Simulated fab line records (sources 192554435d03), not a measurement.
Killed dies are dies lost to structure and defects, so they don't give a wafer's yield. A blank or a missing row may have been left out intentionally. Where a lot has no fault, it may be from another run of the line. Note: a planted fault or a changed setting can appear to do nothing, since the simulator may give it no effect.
Split-lot trial	flow n5Finfet	21 wafers read from 7 lots, route of 1938 steps

ON THE SPLIT
At N5_FIN_SAQP_EXPOSE_13 (exposes mask FIN CORE, target cd 35.6 nm), the setting doseMj was moved away from the recipe's 63.25 on 8 of the 21 wafers read, by -4.0% to +4.8%. For the rest of the wafers, this setting stayed at what the recipe calls for.

FROM THE SPLIT TO THE READING: what the file shows between them, 2 steps
- N5_FIN_SAQP_PEB_14: peb time 60 s
- N5_FIN_SAQP_DEVELOP_15: develop time 30 s

THE READING
cdNm, in nm, at N5_FIN_SAQP_CD_MEAS_16 (target cd 35.6 nm). On this fab line, fault-free wafers typically give 35.5 nm with a standard deviation of 0.3 nm.

wafer	tool, chamber at the split	doseMj as run	against the recipe	cdNm, nm	against lot-mates on the recipe
L075.1	arfiScanner-01, 0	63.25	recipe	35.3	-
L075.3	arfiScanner-01, 0	63.25	recipe	35.3	-
L075.5	arfiScanner-01, 0	63.25	recipe	34.9	-
L076.1	arfiScanner-03, 0	63.25	recipe	35.9	-
L076.2	arfiScanner-03, 0	63.25	recipe	35.6	-
L076.4	arfiScanner-03, 0	63.25	recipe	36.0	-
L079.1	arfiScanner-01, 0	63.25	recipe	35.6	-
L079.2	arfiScanner-01, 0	63.25	recipe	35.7	-
L079.4	arfiScanner-01, 0	60.93	-3.7%	36.5	+0.8
L084.4	arfiScanner-01, 0	65.58	+3.7%	34.2	-0.9
L084.5	arfiScanner-01, 0	63.25	recipe	35.1	-
L084.6	arfiScanner-01, 0	65.58	+3.7%	34.0	-1.1
L088.1	arfiScanner-03, 0	61.85	-2.2%	36.1	+1.0
L088.2	arfiScanner-03, 0	63.25	recipe	35.3	-
L088.4	arfiScanner-03, 0	63.25	recipe	35.0	-
L094.1	arfiScanner-03, 0	66.3	+4.8%	33.4	-1.5
L094.5	arfiScanner-03, 0	66.3	+4.8%	33.9	-1.0
L094.6	arfiScanner-03, 0	63.25	recipe	34.9	-
L096.1	arfiScanner-02, 0	63.25	recipe	35.3	-
L096.4	arfiScanner-02, 0	60.72	-4.0%	36.7	+1.4
L096.6	arfiScanner-02, 0	60.72	-4.0%	36.6	+1.3

THE FIT
A straight line over all 21 wafers: cdNm changes by -0.338 nm for each +1% of doseMj; r = -0.94; the points scatter about the line by 0.3 nm.
The same after taking each lot's own level away (the mean of its wafers on the recipe; 21 wafers): -0.287 nm for each +1%; r = -0.97; scatter 0.18 nm.
According to that fit, moving doseMj by its largest amount changes the reading by 1.4 nm.
Across the lots, their own levels run from 34.90 to 35.83 nm, a range of 3.1 times the standard deviation given above.
So the lot-to-lot level changes the slope: the two fits differ.
Check: for one of the wafers moved furthest among these (+4.8%), held out of the fit, the line's prediction against its lot-mates is -1.29 nm. Against them it came out at -1.5 nm.

FURTHER SPLITS ON THESE WAFERS
Note: prior to the reading, these wafers also went through further splits. Each is held against what the fit with the lots' levels taken away leaves over:
other split on the same wafers	wafers away from the commonest value	r with cdNm (lot level and that fit taken away)
N5_ZERO_LAYER_EXPOSE_08 doseMj	5	-0.04
N5_WELL_APT_COAT_02 spinRpm	9	+0.07
N5_WELL_APT_EXPOSE_22 doseMj	5	-0.16
N5_WELL_APT_DEVELOP_24 developTimeS	2	-0.23

FILE'S OWN FIT
cdNm changes by -0.281 nm for each +1% of doseMj, r = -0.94.
